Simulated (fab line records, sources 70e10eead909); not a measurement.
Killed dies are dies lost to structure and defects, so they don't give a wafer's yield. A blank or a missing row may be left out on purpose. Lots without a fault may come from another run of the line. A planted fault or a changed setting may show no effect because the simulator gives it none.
Chamber matching | flow nand_harc | NHARC_THIN_TSV_DESCUM_35 on rie_diel-08: 4 sister chambers
The step chemistry O2, time 3 s. 8 wafers are shown with their chamber, then 7 later ones without.

WAFERS WITH THEIR CHAMBER
wafer  | chamber | showerhead_plenum_p_Torr (Torr) | drypump_motor_current_A (A)
L244.3 | 3       | 2.05                            | 5.7
L249.1 | 0       | 1.79                            | 4.6
L249.5 | 1       | 1.95                            | 6.1
L254.2 | 2       | 2.05                            | 6.2
L254.4 | 3       | 2.04                            | 5.7
L254.5 | 1       | 1.95                            | 6.1
L263.1 | 0       | 1.79                            | 4.7
L263.4 | 2       | 2.05                            | 6.1

WAFERS WITHOUT THEIR CHAMBER
wafer  | showerhead_plenum_p_Torr (Torr) | drypump_motor_current_A (A)
L263.5 | 2.04                            | 5.7
L262.2 | 2.04                            | 5.7
L262.5 | 1.95                            | 6.1
L262.6 | 1.79                            | 4.6
L261.1 | 2.05                            | 6.1
L261.5 | 2.05                            | 6.1
L261.6 | 1.79                            | 4.6

WHICH CHAMBER EACH WENT THROUGH
wafer  | from the rows above | in truth
L263.5 | 3                   | 3
L262.2 | 3                   | 3
L262.5 | 1                   | 1
L262.6 | 0                   | 0
L261.1 | 2                   | 2
L261.5 | 2                   | 2
L261.6 | 0                   | 0
Placed correctly: 7 of 7. Can't be placed from these rows: 0. Placed wrongly: 0.
How it was worked out, from the rows above alone: a wafer's distance from a chamber is the root of the sum, over the readings, of the square of ((its reading less the chamber's mean) divided by the reading's scatter). The wafer belongs to the nearest chamber; if the next one is less than 2 further off, it can't be placed. A chamber's mean is the mean of its shown wafers. The scatter: the root of (the sum of the squares of (reading less its chamber's mean) over the shown wafers, divided by (wafers less chambers)).
